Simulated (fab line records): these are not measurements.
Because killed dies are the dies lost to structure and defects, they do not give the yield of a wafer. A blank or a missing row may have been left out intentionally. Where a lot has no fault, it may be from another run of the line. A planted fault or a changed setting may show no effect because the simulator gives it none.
Which tool is to blame?	flow n5-finfet	Sampling: 24 lots, 72 wafers, 6 of 1938 route steps

## WHAT THE GAUGES READ, wafer by wafer
N5_HKMG_FIN_CD_MEAS_49: the cd target is 202 nm.
lot	measured	on	cd-nm (nm)
L074	day 4 07:18	cd-sem-02	202.5 201.1 201.7
L075	day 4 07:27	cd-sem-02	201.3 201.4 202.1
L076	day 4 09:10	cd-sem-03	201.6 200.6 201.3
L077	day 4 15:14	cd-sem-03	201.0 201.0 201.0
L078	day 5 03:01	cd-sem-02	202.4 201.3 202.8
L079	day 5 07:13	cd-sem-01	201.4 201.7 202.0
L080	day 5 14:55	cd-sem-02	200.8 201.6 201.2
L081	day 6 00:41	cd-sem-01	202.4 203.7 200.6
L082	day 6 02:35	cd-sem-01	200.9 201.0 201.1
L083	day 6 09:05	cd-sem-02	202.0 201.9 202.1
L084	day 6 18:41	cd-sem-03	201.4 201.7 202.4
L085	day 7 01:18	cd-sem-02	200.7 201.0 201.1
L086	day 7 04:23	cd-sem-01	202.5 201.3 201.9
L087	day 7 07:56	cd-sem-02	200.7 202.8 201.7
L088	day 7 11:43	cd-sem-02	201.2 201.1 201.8
L089	day 7 18:07	cd-sem-03	202.1 202.8 203.0
L090	day 8 00:21	cd-sem-01	201.1 201.6 201.5
L091	day 8 04:37	cd-sem-03	202.5 202.0 203.1
L092	day 8 10:41	cd-sem-02	201.3 202.2 201.3
L093	day 8 18:13	cd-sem-02	202.1 203.2 203.8
L094	day 9 02:26	cd-sem-01	202.5 202.1 202.1
L095	day 9 09:41	cd-sem-02	201.1 201.4 201.2
L096	day 9 10:54	cd-sem-02	201.3 201.2 201.1
L097	day 9 21:59	cd-sem-01	201.1 202.0 201.3

N5_HKMG_FIN_OVL_MEAS_13.
lot	measured	on	NWFM_OVL (nm)
L074	day 4 10:44	overlay-01	-0.2 0.0 0.2
L075	day 4 10:54	overlay-02	1.0 0.7 0.4
L076	day 4 12:34	overlay-01	0.4 0.7 0.8
L077	day 4 18:38	overlay-01	-0.3 0.8 -0.7
L078	day 5 06:32	overlay-02	0.9 0.4 1.0
L079	day 5 10:54	overlay-02	-0.7 -0.3 -0.6
L080	day 5 18:19	overlay-02	0.6 -0.2 0.0
L081	day 6 04:29	overlay-02	1.7 1.7 1.1
L082	day 6 05:56	overlay-02	0.2 0.0 -0.1
L083	day 6 12:38	overlay-02	-0.1 0.0 0.4
L084	day 6 22:31	overlay-01	0.2 0.4 0.6
L085	day 7 05:04	overlay-01	0.7 -0.7 -0.4
L086	day 7 08:30	overlay-02	0.3 0.3 0.0
L087	day 7 11:41	overlay-01	0.7 1.3 0.5
L088	day 7 15:24	overlay-01	0.2 1.3 0.1
L089	day 7 21:55	overlay-02	0.5 0.7 0.7
L090	day 8 04:02	overlay-02	1.7 0.1 1.5
L091	day 8 08:05	overlay-01	-0.1 -0.1 -0.4
L092	day 8 14:09	overlay-01	0.1 0.6 -0.7
L093	day 8 21:42	overlay-01	-0.4 -0.4 -0.7
L094	day 9 05:50	overlay-01	1.7 -0.2 0.9
L095	day 9 13:06	overlay-01	-0.1 -0.8 -1.0
L096	day 9 14:19	overlay-01	-0.4 -0.3 -0.7
L097	day 10 01:34	overlay-01	-0.3 1.2 -0.3

N5_GATE_CUT_OVL_MEAS_14.
lot	measured	on	GATE_CUT_OVL (nm)
L074	day 4 21:03	overlay-01	0.4 0.6 0.4
L075	day 4 21:08	overlay-01	-1.8 -0.1 -1.3
L076	day 4 23:30	overlay-01	0.4 0.1 0.3
L077	day 5 05:16	overlay-02	-0.4 -0.6 0.4
L078	day 5 15:05	overlay-02	0.8 0.0 0.7
L079	day 5 20:02	overlay-02	-0.2 -0.6 0.9
L080	day 6 04:05	overlay-02	-0.9 -0.1 -1.2
L081	day 6 13:04	overlay-02	0.0 -0.5 -0.6
L082	day 6 14:29	overlay-01	0.6 0.0 -0.5
L083	day 6 21:01	overlay-01	0.7 1.0 0.6
L084	day 7 06:39	overlay-01	0.4 0.3 -0.5
L085	day 7 14:09	overlay-02	-0.4 -1.5 -1.6
L086	day 7 17:01	overlay-01	-0.5 -0.2 0.8
L087	day 7 20:01	overlay-02	-1.0 -2.1 -1.3
L088	day 7 23:26	overlay-02	-0.4 -0.9 -1.0
L089	day 8 06:31	overlay-01	0.2 0.2 0.9
L090	day 8 13:31	overlay-01	-0.1 -0.5 0.4
L091	day 8 16:23	overlay-01	-0.8 0.7 0.6
L092	day 8 23:12	overlay-01	-1.1 -0.2 -0.9
L093	day 9 05:46	overlay-02	0.9 1.1 0.8
L094	day 9 14:17	overlay-02	1.2 0.1 0.8
L095	day 9 21:31	overlay-02	0.4 -0.1 0.6
L096	day 9 23:43	overlay-01	0.3 0.0 -1.1
L097	day 10 10:02	overlay-02	0.5 -0.5 0.3

## EACH LOT AND THE TOOL THAT RAN IT (in order: tool; ch and the chambers of the sampled wafers; start)
lot	N5_HKMG_FIN_STRIP_57	N5_HKMG_FIN_DESCUM_17	N5_GATE_CUT_ETCH_58
L074	rie-diel-04 ch 2,3, day 4 07:40	rie-diel-05 ch 0,1,3, day 4 10:52	rie-diel-02 ch 0,2, day 4 15:54
L075	rie-diel-05 ch 0,3, day 4 07:49	rie-diel-05 ch 1,2, day 4 11:23	rie-diel-02 ch 0,1,3, day 4 16:14
L076	rie-diel-05 ch 0,2,3, day 4 09:32	rie-diel-05 ch 2,3, day 4 12:38	rie-diel-03 ch 0,1, day 4 17:23
L077	rie-diel-01 ch 0,2, day 4 15:36	rie-diel-01 ch 0,1,2, day 4 18:42	rie-diel-03 ch 1,3, day 4 23:24
L078	rie-diel-01 ch 1,3, day 5 03:23	rie-diel-04 ch 1,2,3, day 5 07:05	rie-diel-02 ch 2,3, day 5 11:47
L079	rie-diel-04 ch 0,1,2, day 5 07:52	rie-diel-05 ch 0,1,2, day 5 11:07	rie-diel-02 ch 1,2,3, day 5 16:02
L080	rie-diel-05 ch 0,1, day 5 15:17	rie-diel-04 ch 1,2,3, day 5 19:15	rie-diel-02 ch 2,3, day 6 00:41
L081	rie-diel-04 ch 1,2,3, day 6 01:31	rie-diel-01 ch 1,2, day 6 04:32	rie-diel-06 ch 0,2,3, day 6 09:40
L082	rie-diel-04 ch 0,1, day 6 02:57	rie-diel-04 ch 1,2,3, day 6 05:59	rie-diel-06 ch 1,3, day 6 10:44
L083	rie-diel-04 ch 2,3, day 6 09:37	rie-diel-04 ch 1,2,3, day 6 12:42	rie-diel-06 ch 0,1,2, day 6 17:43
L084	rie-diel-05 ch 0,2,3, day 6 19:28	rie-diel-05 ch 0,1,3, day 6 22:34	rie-diel-06 ch 0,2, day 7 03:17
L085	rie-diel-05 ch 2,3, day 7 01:59	rie-diel-05 ch 0,1,2, day 7 05:52	rie-diel-06 ch 1,3, day 7 10:40
L086	rie-diel-04 ch 0,3, day 7 05:28	rie-diel-04 ch 2,3, day 7 08:58	rie-diel-03 ch 0,1,2, day 7 13:42
L087	rie-diel-01 ch 0,1,3, day 7 08:22	rie-diel-01 ch 0,1,3, day 7 12:00	rie-diel-06 ch 1,3, day 7 16:43
L088	rie-diel-04 ch 0,1,3, day 7 12:29	rie-diel-04 ch 0,2,3, day 7 15:27	rie-diel-02 ch 0,1,2, day 7 20:09
L089	rie-diel-01 ch 0,1, day 7 18:50	rie-diel-05 ch 1,2,3, day 7 22:09	rie-diel-03 ch 1,3, day 8 03:14
L090	rie-diel-04 ch 1,3, day 8 00:43	rie-diel-01 ch 0,3, day 8 04:05	rie-diel-06 ch 1,2, day 8 08:58
L091	rie-diel-05 ch 0,1,2, day 8 04:59	rie-diel-05 ch 0,1,3, day 8 08:08	rie-diel-02 ch 0,2,3, day 8 12:52
L092	rie-diel-05 ch 0,2,3, day 8 11:03	rie-diel-01 ch 0,3, day 8 14:53	rie-diel-06 ch 1,2, day 8 19:51
L093	rie-diel-04 ch 0,1,3, day 8 18:35	rie-diel-04 ch 2,3, day 8 21:46	rie-diel-03 ch 0,1, day 9 02:28
L094	rie-diel-01 ch 1,2,3, day 9 02:48	rie-diel-01 ch 1,2,3, day 9 05:59	rie-diel-02 ch 0,1,2, day 9 10:42
L095	rie-diel-01 ch 0,1,3, day 9 10:04	rie-diel-01 ch 0,1,3, day 9 13:14	rie-diel-02 ch 0,1,3, day 9 18:05
L096	rie-diel-01 ch 1,2, day 9 11:16	rie-diel-01 ch 0,1,2, day 9 15:14	rie-diel-06 ch 0,3, day 9 20:24
L097	rie-diel-05 ch 1,2,3, day 9 22:32	rie-diel-01 ch 0,1,3, day 10 01:55	rie-diel-03 ch 0,3, day 10 06:45
- N5_HKMG_FIN_STRIP_57: strips in CF4.
- N5_HKMG_FIN_DESCUM_17: chemistry O2, time 7.9 s.
- N5_GATE_CUT_ETCH_58: etches SiNx in CH3F/O2, target depth 17 nm, time 128.6 s.

## WHAT THE TOOLS THEMSELVES READ (means of the sampled wafers that have a number; where no wafer has one, the mark that the record gives instead)
N5_HKMG_FIN_STRIP_57.
lot	tool	drypump-motor-current-A (A)	oes-product-au (a.u.)	rf-vpp-V (V)	showerhead-plenum-p-Torr (Torr)	throttle-valve-pct (%)
L074	rie-diel-04	5.7	0.75	272.2	1.85	13.60
L075	rie-diel-05	6.4	0.75	270.7	1.75	13.48
L076	rie-diel-05	6.1	0.83	272.3	1.80	13.37
L077	rie-diel-01	6.0	0.83	272.8	1.85	13.34
L078	rie-diel-01	6.3	0.74	270.8	1.79	13.55
L079	rie-diel-04	5.7	0.82	271.8	1.81	13.56
L080	rie-diel-05	5.8	0.79	273.0	1.82	13.42
L081	rie-diel-04	5.9	0.81	272.4	1.83	13.50
L082	rie-diel-04	5.9	0.85	272.1	1.80	13.54
L083	rie-diel-04	5.6	0.73	271.0	1.84	13.63
L084	rie-diel-05	6.1	0.88	273.3	1.87	13.22
L085	rie-diel-05	6.0	0.89	271.3	1.85	13.30
L086	rie-diel-04	5.5	0.69	271.9	1.82	13.81
L087	rie-diel-01	6.2	0.76	271.5	1.82	13.56
L088	rie-diel-04	5.7	0.76	272.1	1.81	13.69
L089	rie-diel-01	6.1	0.78	271.7	1.85	13.55
L090	rie-diel-04	6.1	0.82	272.1	1.82	13.52
L091	rie-diel-05	5.9	0.87	273.2	1.88	13.36
L092	rie-diel-05	6.0	0.85	273.2	1.87	13.25
L093	rie-diel-04	5.6	0.75	271.0	1.81	13.72
L094	rie-diel-01	6.0	0.71	271.3	1.79	13.65
L095	rie-diel-01	6.2	0.74	271.7	1.81	13.61
L096	rie-diel-01	5.7	0.71	270.9	1.78	13.69
L097	rie-diel-05	6.2	0.86	272.5	1.87	13.40

N5_HKMG_FIN_DESCUM_17.
lot	tool	drypump-motor-current-A (A)	oes-product-au (a.u.)	rf-vpp-V (V)	showerhead-plenum-p-Torr (Torr)	temp-c (C)	throttle-valve-pct (%)
L074	rie-diel-05	6.2	0.75	241.8	2.07	39.99	20.50
L075	rie-diel-05	5.9	0.85	243.2	2.06	39.93	20.26
L076	rie-diel-05	6.4	0.78	242.7	2.04	39.95	20.46
L077	rie-diel-01	5.9	0.77	243.9	2.13	39.98	20.38
L078	rie-diel-04	5.9	0.83	244.9	2.13	39.93	20.33
L079	rie-diel-05	5.9	0.82	243.8	2.10	39.92	20.27
L080	rie-diel-04	5.9	0.82	243.4	2.13	39.87	20.33
L081	rie-diel-01	5.8	0.72	242.6	2.09	40.03	20.60
L082	rie-diel-04	5.9	0.82	243.9	2.13	39.99	20.34
L083	rie-diel-04	5.9	0.82	243.0	2.13	39.99	20.34
L084	rie-diel-05	6.2	0.93	245.9	2.24	40.03	20.32
L085	rie-diel-05	5.9	0.90	244.8	2.19	39.94	20.20
L086	rie-diel-04	5.6	0.73	244.1	2.13	39.99	20.36
L087	rie-diel-01	6.2	0.76	243.0	2.13	39.97	20.44
L088	rie-diel-04	5.5	0.73	243.4	2.10	40.05	20.44
L089	rie-diel-05	6.2	0.92	244.8	2.20	40.01	20.32
L090	rie-diel-01	6.3	0.78	242.9	2.13	40.05	20.22
L091	rie-diel-05	6.2	0.88	245.5	2.23	40.01	20.34
L092	rie-diel-01	6.3	0.80	244.8	2.17	40.09	20.25
L093	rie-diel-04	5.7	0.73	243.8	2.13	40.14	20.39
L094	rie-diel-01	5.9	0.72	243.3	2.08	39.99	20.41
L095	rie-diel-01	6.2	0.74	244.2	2.12	39.99	20.47
L096	rie-diel-01	5.9	0.72	243.6	2.12	39.95	20.44
L097	rie-diel-01	6.2	0.73	243.4	2.12	40.02	20.48

N5_GATE_CUT_ETCH_58.
lot	tool	drypump-motor-current-A (A)	oes-product-au (a.u.)	rf-vpp-V (V)	showerhead-plenum-p-Torr (Torr)	throttle-valve-pct (%)
L074	rie-diel-02	5.8	0.78	98.8	1.94	16.5
L075	rie-diel-02	5.3	0.86	99.5	2.05	16.3
L076	rie-diel-03	5.7	0.73	100.3	2.04	16.4
L077	rie-diel-03	6.1	0.76	100.2	2.06	16.3
L078	rie-diel-02	5.7	0.79	98.8	1.99	16.4
L079	rie-diel-02	5.4	0.81	98.5	2.03	16.4
L080	rie-diel-02	5.6	0.84	99.7	2.06	16.1
L081	rie-diel-06	5.6	0.71	98.4	1.99	16.4
L082	rie-diel-06	5.4	0.73	98.2	1.92	16.9
L083	rie-diel-06	5.7	0.75	99.7	2.01	16.4
L084	rie-diel-06	5.8	0.73	99.2	2.06	16.1
L085	rie-diel-06	5.5	0.72	98.5	1.92	16.9
L086	rie-diel-03	5.7	0.71	98.5	1.98	16.3
L087	rie-diel-06	5.5	0.75	98.4	1.93	16.8
L088	rie-diel-02	5.5	0.77	98.7	1.97	16.6
L089	rie-diel-03	6.3	0.75	100.1	2.05	16.4
L090	rie-diel-06	5.7	0.77	98.3	2.00	16.6
L091	rie-diel-02	5.7	0.81	99.1	2.00	16.3
L092	rie-diel-06	5.7	0.76	98.8	2.00	16.6
L093	rie-diel-03	5.7	0.71	98.8	2.03	16.4
L094	rie-diel-02	5.5	0.75	98.8	1.97	16.6
L095	rie-diel-02	5.3	0.81	99.4	2.04	16.3
L096	rie-diel-06	5.5	0.97	99.8	2.08	16.3
L097	rie-diel-03	6.0	0.80	99.0	2.01	16.3

## THE ANSWER, worked out from the rows above alone
Rule: the usual values come from the lots themselves. The widest of any qualifying gaps counts: lots, ordered by their means at a reading, are off when they make up no more than a third of the lots, leave a main group of 4 or more, and stand apart from it by 3 or more times the standard deviation of that group's means. A main group is skipped when, at the precision printed for the reading in the tables above, its means are all equal. Also off: a lot with no number at a reading for which 4 or more lots have one. All remaining lots with rows at the step are treated as sound. After the gauges, taken in route order, come the tools' own readings; for these a lot's mean is taken, as printed above. At the first step where some lot is off, the reading lying furthest off is the one used; lots without a number count as furthest.
No lot is off at any reading shown: from this, nothing can be told.

## WHAT THE SIMULATOR HAD PUT IN
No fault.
